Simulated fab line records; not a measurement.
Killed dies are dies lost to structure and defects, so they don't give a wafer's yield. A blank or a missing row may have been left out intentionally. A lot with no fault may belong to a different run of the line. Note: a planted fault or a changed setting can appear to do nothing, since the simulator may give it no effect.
The tool behind it: which one?    flow n5Finfet    39 wafers from 13 lots sampled at 3 of the route's 1938 steps

== WHAT THE GAUGES SHOWED, per wafer ==
The record holds no reading of a measuring or inspecting step that can be judged against a usual standard deviation.

== TOOL THAT RAN EACH LOT (tool first, then ch and the chambers of the sampled wafers, then the start) ==
lot   N5_BEOL_M1_SPUTTER_48        N5_PASSIVATION_AL_ETCH_33         N5_PASSIVATION_PROBE_49
L519  pvdSputter-03, day 6 02:35   rieMetal-01 ch 0,1, day 12 03:38  prober-02, day 12 08:19
L520  pvdSputter-02, day 6 14:34   rieMetal-01 ch 0,1, day 12 14:27  -
L522  pvdSputter-02, day 7 01:49   rieMetal-02 ch 0,1, day 14 00:44  -
L524  pvdSputter-01, day 7 18:58   rieMetal-03 ch 0,1, day 13 23:13  -
L526  pvdSputter-01, day 7 21:26   rieMetal-02 ch 0,1, day 14 05:43  -
L527  pvdSputter-01, day 8 03:05   rieMetal-03 ch 0,1, day 14 04:46  -
L529  pvdSputter-02, day 8 20:55   rieMetal-01 ch 0,1, day 14 21:23  prober-01, day 15 03:49
L534  pvdSputter-03, day 10 03:49  rieMetal-02 ch 0,1, day 15 19:15  -
L535  pvdSputter-03, day 10 09:47  rieMetal-03 ch 0,1, day 16 09:58  prober-01, day 16 14:47
L536  pvdSputter-03, day 10 13:44  rieMetal-03 ch 0,1, day 16 02:27  prober-01, day 16 07:25
L537  pvdSputter-01, day 10 18:32  rieMetal-02 ch 0,1, day 17 04:52  -
L541  pvdSputter-01, day 12 03:58  rieMetal-02 ch 1, day 17 20:04    -
L542  pvdSputter-03, day 12 13:44  rieMetal-02 ch 0,1, day 18 01:25  -
- N5_BEOL_M1_SPUTTER_48: material Cu, target thk 4.5 nm, time 8.29 s.
- N5_PASSIVATION_AL_ETCH_33: etches Al in Cl2/BCl3, stops on TaN, target depth 2800 nm, time 466.7 s.
- N5_PASSIVATION_PROBE_49

== WHAT THE TOOLS THEMSELVES READ (means of the sampled wafers that have a number; where no wafer has one, the mark that the record gives instead) ==
N5_BEOL_M1_SPUTTER_48. Usual: chamberPressurePa 0.07 Pa, standard deviation 0.00015; throttleValvePct 30.7 %, standard deviation 1.
lot   tool           chamberPressurePa (Pa)  throttleValvePct (%)  flag
L519  pvdSputter-03  0.07                    29.6                  
L520  pvdSputter-02  0.07                    30.2                  
L522  pvdSputter-02  0.07                    30.3                  
L524  pvdSputter-01  0.07                    31.7                  
L526  pvdSputter-01  0.07                    31.0                  
L527  pvdSputter-01  0.07                    31.1                  
L529  pvdSputter-02  0.07                    30.8                  
L534  pvdSputter-03  0.07                    29.6                  
L535  pvdSputter-03  0.07                    29.6                  
L536  pvdSputter-03  0.07                    30.2                  
L537  pvdSputter-01  0.07                    31.2                  
L541  pvdSputter-01  0.07                    31.1                  
L542  pvdSputter-03  0.07                    29.7                  

N5_PASSIVATION_AL_ETCH_33. Usual: drypumpMotorCurrentA 5.5 A, standard deviation 0.33; oesProductAu 0.71 a.u., standard deviation 0.046; throttleValvePct 34.16 %, standard deviation 0.25.
lot   tool         drypumpMotorCurrentA (A)  oesProductAu (a.u.)  throttleValvePct (%)  flag
L519  rieMetal-01  5.3                       0.73                 34.32                 
L520  rieMetal-01  5.3                       0.73                 34.29                 
L522  rieMetal-02  5.6                       0.73                 34.32                 
L524  rieMetal-03  5.4                       0.73                 34.00                 
L526  rieMetal-02  5.6                       0.70                 34.07                 
L527  rieMetal-03  5.4                       0.73                 33.99                 
L529  rieMetal-01  5.3                       0.74                 34.17                 
L534  rieMetal-02  5.6                       0.71                 34.05                 
L535  rieMetal-03  5.4                       0.70                 34.03                 
L536  rieMetal-03  5.7                       0.67                 34.14                 
L537  rieMetal-02  5.6                       0.68                 34.09                 
L541  rieMetal-02  5.8                       0.74                 34.50                 
L542  rieMetal-02  5.7                       0.71                 34.30                 

N5_PASSIVATION_PROBE_49. Usual: defectLimitedYield 91.6 %, standard deviation 1.2; killed_at_M0_to_M3 33, standard deviation 9.4; killed_at_M4_up 13, standard deviation 5.2; killedAtContacts 13, standard deviation 5.6; killedAtFrontEnd 37, standard deviation 9.5; killedAtOther 4, standard deviation 3.1; killedDies 99, standard deviation 15; killedOpen 65, standard deviation 11; killedShort 32, standard deviation 7.5; sort_bin_5_function 4.9 %, standard deviation 0.77; sort_bin_6_memory 3.1 %, standard deviation 0.65; sort_bin_8_speed 0.01 %, standard deviation 0.056; sortNPass 1081, standard deviation 15; sortYieldPct 91.6 %, standard deviation 1.2.
lot   tool       defectLimitedYield (%)  killed_at_M0_to_M3  killed_at_M4_up  killedAtContacts  killedAtFrontEnd  killedAtOther  killedDies  killedOpen  killedShort  sort_bin_5_function (%)  sort_bin_6_memory (%)  sort_bin_8_speed (%)  sortNPass  sortYieldPct (%)  flag
L519  prober-02  91.9                    43                  13               15                23                3              96          71          25           4.8                      3.1                    0.00                  1084       91.9              
L529  prober-01  88.6                    77                  12               9                 32                5              135         50          26           6.9                      3.1                    0.00                  1045       88.6              OFF
L535  prober-01  91.9                    39                  13               8                 31                5              96          60          36           4.8                      3.1                    0.00                  1084       91.9              
L536  prober-01  91.8                    42                  15               9                 31                0              97          68          29           5.3                      2.6                    0.00                  1083       91.8              

== THE ANSWER, worked out from the rows above alone ==
Rule: lot off if the mean of its wafers having a number is beyond 3 standard deviations from the usual mean. Also off: a lot with no number at a reading for which 4 or more lots have one. The other lots that the step has rows for count as sound. First the gauges in route order, then the tools' own readings, where a lot's mean is used as printed above. The first step at which some lot is off is used, and at that step the reading that is off furthest; a lot without a number counts as furthest.
Off, at N5_PASSIVATION_PROBE_49 on killed_at_M0_to_M3: L529. Neither off nor sound, because the step has no rows for them: L520, L522, L524, L526, L527, L534, L537, L541, L542.
If a tool, at that step or one of the process steps before it, ran each lot that is off and ran no sound lot following the first of them, it fits. Undecided on this evidence; 2 tools fit (pvdSputter-02 at N5_BEOL_M1_SPUTTER_48, rieMetal-01 at N5_PASSIVATION_AL_ETCH_33).

== WHAT WAS PUT IN BY THE SIMULATOR ==
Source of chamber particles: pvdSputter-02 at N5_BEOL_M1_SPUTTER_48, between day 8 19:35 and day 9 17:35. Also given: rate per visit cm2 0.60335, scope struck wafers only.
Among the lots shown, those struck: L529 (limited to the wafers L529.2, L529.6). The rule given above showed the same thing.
